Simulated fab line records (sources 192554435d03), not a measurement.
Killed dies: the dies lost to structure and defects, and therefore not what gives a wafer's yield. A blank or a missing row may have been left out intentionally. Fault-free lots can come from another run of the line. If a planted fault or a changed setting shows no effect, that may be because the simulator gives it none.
What tool caused it? | flow n5-finfet | Sampling: 9 lots, 26 wafers, 8 of 1938 route steps

## WHAT EACH GAUGE READ, for each wafer
N5_SD_EPI_N_INSPECT_26: inspects for defects (darkfield). Usual: raw-defect-count at 216, with a standard deviation of 39.
lot  | measured    | on                | raw-defect-count | flag
L343 | day 3 13:25 | defect-inspect-01 | 250 226 235      |
L344 | day 3 18:03 | defect-inspect-01 | 232 182 247      |
L346 | day 4 04:53 | defect-inspect-02 | 227 243 237      |
L345 | day 4 06:14 | defect-inspect-02 | 266 233          |
L347 | day 4 13:11 | defect-inspect-01 | 813 731 758      | OFF
L351 | day 5 12:13 | defect-inspect-02 | 600 675 741      | OFF
L352 | day 5 16:29 | defect-inspect-01 | 194 171 169      |
L356 | day 6 20:14 | defect-inspect-01 | 202 220 238      |
L360 | day 7 16:38 | defect-inspect-02 | 189 166 132      |

N5_SD_EPI_P_INSPECT_11: inspects for defects (macro). Usual: raw-defect-count at 2.0, with a standard deviation of 1.6.
lot  | measured    | on                | raw-defect-count | flag
L343 | day 3 13:52 | defect-inspect-02 | 5 0 3            |
L344 | day 3 18:30 | defect-inspect-02 | 0 0 1            |
L346 | day 4 05:20 | defect-inspect-02 | 2 1 2            |
L345 | day 4 06:34 | defect-inspect-01 | 1 1              |
L347 | day 4 13:38 | defect-inspect-02 | >300 >300 >300   | OFF
L351 | day 5 12:32 | defect-inspect-01 | >300 >300 >300   | OFF
L352 | day 5 16:56 | defect-inspect-01 | 1 2 6            |
L356 | day 6 20:41 | defect-inspect-01 | 0 1 0            |
L360 | day 7 16:58 | defect-inspect-02 | 3 1 0            |

N5_SD_EPI_P_INSPECT_26: inspects for defects (darkfield). Usual: raw-defect-count at 182, with a standard deviation of 35.
lot  | measured    | on                | raw-defect-count | flag
L343 | day 3 18:28 | defect-inspect-01 | 187 162 178      |
L344 | day 3 23:05 | defect-inspect-02 | 218 152 193      |
L346 | day 4 10:14 | defect-inspect-01 | 167 189 173      |
L345 | day 4 10:19 | defect-inspect-01 | 240 160          |
L347 | day 4 17:30 | defect-inspect-02 | 762 681 721      | OFF
L351 | day 5 16:19 | defect-inspect-01 | 612 731 765      | OFF
L352 | day 5 20:42 | defect-inspect-02 | 175 138 130      |
L356 | day 7 00:26 | defect-inspect-02 | 187 162 205      |
L360 | day 7 20:43 | defect-inspect-01 | 164 166 145      |

N5_SD_ACTIVATION_INSPECT_02: inspects for defects (darkfield). Usual: raw-defect-count at 183, with a standard deviation of 34.
lot  | measured    | on                | raw-defect-count | flag
L343 | day 3 19:14 | defect-inspect-01 | 175 168 186      |
L344 | day 3 23:50 | defect-inspect-02 | 213 160 188      |
L346 | day 4 10:59 | defect-inspect-01 | 170 208 189      |
L345 | day 4 11:10 | defect-inspect-01 | 245 173          |
L347 | day 4 18:16 | defect-inspect-01 | 751 663 728      | OFF
L351 | day 5 17:05 | defect-inspect-01 | 603 723 741      | OFF
L352 | day 5 21:40 | defect-inspect-01 | 168 129 133      |
L356 | day 7 01:11 | defect-inspect-02 | 199 164 202      |
L360 | day 7 21:33 | defect-inspect-01 | 161 165 162      |

## WHICH TOOL RAN EACH LOT (tool, then ch and the chambers of the sampled wafers, then the start)
lot  | N5_SPACER0_ALD_00                | N5_SD_EPI_N_ETCH_35               | N5_SD_EPI_N_VAPOR_ETCH_50      | N5_SD_EPI_N_LINER_46
L343 | ald-sin-04 ch 1,2,3, day 3 06:48 | rie-diel-06 ch 1,2, day 3 07:49   | epi-rpcvd-01 ch 0, day 3 09:43 | ald-sin-02 ch 0,1,3, day 3 13:10
L344 | ald-sin-03 ch 1,2,3, day 3 12:22 | rie-diel-05 ch 1,2, day 3 13:21   | epi-rpcvd-01 ch 0, day 3 14:52 | ald-sin-04 ch 0,2,3, day 3 17:48
L346 | ald-sin-04 ch 2,3, day 3 23:22   | rie-diel-02 ch 0,2,3, day 4 00:25 | epi-rpcvd-04 ch 0, day 4 01:49 | ald-sin-04 ch 0,1,3, day 4 04:38
L345 | ald-sin-04 ch 0,2, day 3 23:54   | rie-diel-06 ch 0,1, day 4 00:57   | epi-rpcvd-01 ch 0, day 4 02:31 | ald-sin-02 ch 0,3, day 4 05:59
L347 | ald-sin-04 ch 0,2,3, day 4 08:19 | rie-diel-06 ch 0,1,2, day 4 09:19 | epi-rpcvd-01 ch 0, day 4 10:43 | ald-sin-02 ch 1,2,3, day 4 12:56
L351 | ald-sin-01 ch 1,2,3, day 5 07:19 | rie-diel-05 ch 0,1,3, day 5 08:12 | epi-rpcvd-01 ch 0, day 5 09:37 | ald-sin-01 ch 0,1,3, day 5 11:58
L352 | ald-sin-01 ch 0,1,3, day 5 11:35 | rie-diel-05 ch 2,3, day 5 12:35   | epi-rpcvd-04 ch 0, day 5 13:59 | ald-sin-02 ch 0,1,2, day 5 16:14
L356 | ald-sin-04 ch 0,3, day 6 14:56   | rie-diel-02 ch 0,3, day 6 15:56   | epi-rpcvd-04 ch 0, day 6 17:24 | ald-sin-02 ch 1,2,3, day 6 19:58
L360 | ald-sin-04 ch 1,2,3, day 7 11:43 | rie-diel-05 ch 0,1,3, day 7 12:42 | epi-rpcvd-04 ch 0, day 7 14:08 | ald-sin-02 ch 0,2,3, day 7 16:23
- N5_SPACER0_ALD_00: deposits SiOCN, target thk 3.5 nm, pulse time 3 s, purge time 2 s.
- N5_SD_EPI_N_ETCH_35: etches SOC in N2/H2, overetch 108 nm, time 486 s.
- N5_SD_EPI_N_VAPOR_ETCH_50: etches Si in HCl, time 54 s.
- N5_SD_EPI_N_LINER_46: material SiNx, target thk 3 nm.

## WHAT THE TOOLS THEMSELVES READ (means of the sampled wafers that have a number; where no wafer has one, the mark that the record gives instead)
N5_SPACER0_ALD_00. Usual: chamber-pressure-Torr 2.000 Torr, standard deviation 0.0044; heater-power-w 843 W, standard deviation 55; precursor-pulse-height-rel 1.001, standard deviation 0.021.
lot  | tool       | chamber-pressure-Torr (Torr) | heater-power-w (W) | precursor-pulse-height-rel | flag
L343 | ald-sin-04 | 1.997                        | 818                | 1.002                      |
L344 | ald-sin-03 | 1.999                        | 841                | 1.004                      |
L346 | ald-sin-04 | 2.006                        | 839                | 0.992                      |
L345 | ald-sin-04 | 1.999                        | 894                | 1.016                      |
L347 | ald-sin-04 | 2.001                        | 872                | 1.001                      |
L351 | ald-sin-01 | 2.003                        | 841                | 0.999                      |
L352 | ald-sin-01 | 1.999                        | 834                | 0.989                      |
L356 | ald-sin-04 | 1.998                        | 888                | 1.003                      |
L360 | ald-sin-04 | 2.001                        | 802                | 1.030                      |

N5_SD_EPI_N_ETCH_35. Usual: chamber-pressure-mTorr 19.999 mTorr, standard deviation 0.017; drypump-motor-current-A 5.7 A, standard deviation 0.39; oes-product-au 0.71 a.u., standard deviation 0.08; rf-vpp-V 241.0 V, standard deviation 0.99; showerhead-plenum-p-Torr 2.55 Torr, standard deviation 0.045; throttle-valve-pct 23.81 %, standard deviation 0.2.
lot  | tool        | chamber-pressure-mTorr (mTorr) | drypump-motor-current-A (A) | oes-product-au (a.u.) | rf-vpp-V (V) | showerhead-plenum-p-Torr (Torr) | throttle-valve-pct (%) | flag
L343 | rie-diel-06 | 20.015                         | 5.9                         | 0.79                  | 241.1        | 2.59                            | 23.66                  |
L344 | rie-diel-05 | 19.998                         | 5.5                         | 0.65                  | 240.2        | 2.53                            | 23.75                  |
L346 | rie-diel-02 | 19.986                         | 5.8                         | 0.70                  | 241.0        | 2.53                            | 23.80                  |
L345 | rie-diel-06 | 19.987                         | 5.8                         | 0.85                  | 242.5        | 2.60                            | 23.84                  |
L347 | rie-diel-06 | 20.014                         | 5.9                         | 0.78                  | 241.7        | 2.58                            | 23.79                  |
L351 | rie-diel-05 | 19.996                         | 5.6                         | 0.73                  | 241.0        | 2.56                            | 23.97                  |
L352 | rie-diel-05 | 20.003                         | 5.4                         | 0.70                  | 241.3        | 2.56                            | 23.79                  |
L356 | rie-diel-02 | 19.997                         | 6.0                         | 0.80                  | 242.4        | 2.66                            | 23.45                  |
L360 | rie-diel-05 | 20.000                         | 5.6                         | 0.70                  | 241.9        | 2.55                            | 24.00                  |

N5_SD_EPI_N_VAPOR_ETCH_50. Usual: chamber-pressure-Torr 20.01 Torr, standard deviation 0.044; throttle-valve-pct 11.1 %, standard deviation 0.53.
lot  | tool         | chamber-pressure-Torr (Torr) | throttle-valve-pct (%) | flag
L343 | epi-rpcvd-01 | 20.02                        | 10.8                   |
L344 | epi-rpcvd-01 | 20.01                        | 10.4                   |
L346 | epi-rpcvd-04 | 19.96                        | 11.7                   |
L345 | epi-rpcvd-01 | 20.02                        | 10.5                   |
L347 | epi-rpcvd-01 | 19.99                        | 10.5                   |
L351 | epi-rpcvd-01 | 19.96                        | 10.6                   |
L352 | epi-rpcvd-04 | 19.95                        | 11.6                   |
L356 | epi-rpcvd-04 | 19.96                        | 11.7                   |
L360 | epi-rpcvd-04 | 20.06                        | 11.6                   |

N5_SD_EPI_N_LINER_46. Usual: chamber-pressure-Torr 2.000 Torr, standard deviation 0.0046; heater-power-w 868 W, standard deviation 73.
lot  | tool       | chamber-pressure-Torr (Torr) | heater-power-w (W) | flag
L343 | ald-sin-02 | 2.000                        | 890                |
L344 | ald-sin-04 | 1.998                        | 883                |
L346 | ald-sin-04 | 1.997                        | 864                |
L345 | ald-sin-02 | 2.002                        | 854                |
L347 | ald-sin-02 | 1.998                        | 942                |
L351 | ald-sin-01 | 1.994                        | 815                |
L352 | ald-sin-02 | 1.999                        | 902                |
L356 | ald-sin-02 | 1.997                        | 949                |
L360 | ald-sin-02 | 1.998                        | 891                |

## THE ANSWER, worked out from the rows above alone
Rule: a lot counts as off when the mean over its wafers that have a number is more than 3 standard deviations away from the usual mean. Also off: a lot with no number at a reading for which 4 or more lots have one. Any other lot the step has rows for is counted as sound. After the gauges, taken in route order, come the tools' own readings; for these a lot's mean is taken, as printed above. The first step at which some lot is off is used, and at that step the reading that is off furthest; a lot without a number counts as furthest.
Off, at N5_SD_EPI_N_INSPECT_26 on raw-defect-count: L347, L351.
If a tool, at a process step before that reading, ran all the lots that are off and no sound lot after the first of them, it fits. Gauges at N5_SD_EPI_N_INSPECT_26: tried the same way as those tools. One fits: N5_SD_EPI_N_VAPOR_ETCH_50 on epi-rpcvd-01. A fault onset in the window from L345 (day 4 02:31, its last sound lot) to L347 (day 4 10:43, its first lot off) fits.

## WHAT WAS PUT IN BY THE SIMULATOR
Chamber particle source: epi-rpcvd-01, from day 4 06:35 on, at N5_SD_EPI_N_VAPOR_ETCH_50. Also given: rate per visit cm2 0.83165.
Lots struck among those shown: L347, L351. The rule above found the same.
